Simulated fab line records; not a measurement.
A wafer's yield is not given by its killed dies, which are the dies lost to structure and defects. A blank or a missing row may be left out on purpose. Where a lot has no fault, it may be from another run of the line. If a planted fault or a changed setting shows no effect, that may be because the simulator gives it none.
The tool behind it: which one? + flow nand harc + 21 wafers from 7 lots sampled at 3 of the route's 1159 steps

== WHAT THE GAUGES SHOWED, per wafer ==
NHARC_P_M0_THK_MEAS_24: measures by xrf.
| lot  | measured     | on            | thk nm (nm)       |
|------|--------------|---------------|-------------------|
| L130 | day 6 19:27  | film metro-01 | 117.8 119.0 116.4 |
| L132 | day 7 01:43  | film metro-01 | 118.7 119.1 117.5 |
| L134 | day 7 11:27  | film metro-02 | 118.4 118.0 116.4 |
| L136 | day 8 07:01  | film metro-01 | 116.9 118.4 119.9 |
| L137 | day 8 12:12  | film metro-01 | 119.7 116.8 117.7 |
| L147 | day 10 19:13 | film metro-02 | 119.3 119.0 118.5 |
| L150 | day 11 13:58 | film metro-02 | 117.8 119.4 119.1 |

== EACH LOT AND THE TOOL THAT RAN IT (in order: tool; ch and the chambers of the sampled wafers; start) ==
| lot  | NHARC_P_M0_DEGAS_28          | NHARC_P_M0_PRE_CLEAN_29      |
|------|------------------------------|------------------------------|
| L130 | pvd sputter-03, day 6 18:04  | pvd sputter-03, day 6 18:07  |
| L132 | pvd sputter-03, day 7 00:11  | pvd sputter-03, day 7 00:14  |
| L134 | pvd sputter-01, day 7 10:01  | pvd sputter-01, day 7 10:05  |
| L136 | pvd sputter-02, day 8 05:37  | pvd sputter-02, day 8 05:40  |
| L137 | pvd sputter-01, day 8 10:43  | pvd sputter-01, day 8 10:47  |
| L147 | pvd sputter-02, day 10 17:43 | pvd sputter-02, day 10 17:47 |
| L150 | pvd sputter-03, day 11 12:35 | pvd sputter-03, day 11 12:38 |
- NHARC_P_M0_DEGAS_28: time 60 s.
- NHARC_P_M0_PRE_CLEAN_29: time 30 s.

== THE ANSWER, worked out from the rows above alone ==
Rule: what is usual is taken from the lots themselves. The widest of any qualifying gaps counts: lots, ordered by their means at a reading, are off when they make up no more than a third of the lots, leave a main group of 4 or more, and stand apart from it by 3 or more times the standard deviation of that group's means. Not used: any main group whose means are identical at the precision the tables above print for the reading. Also off: a lot with no number at a reading for which 4 or more lots have one. The other lots that the step has rows for count as sound.
Nothing can be told from this: no lot is off at any reading shown.

== WHAT THE SIMULATOR HAD PUT IN ==
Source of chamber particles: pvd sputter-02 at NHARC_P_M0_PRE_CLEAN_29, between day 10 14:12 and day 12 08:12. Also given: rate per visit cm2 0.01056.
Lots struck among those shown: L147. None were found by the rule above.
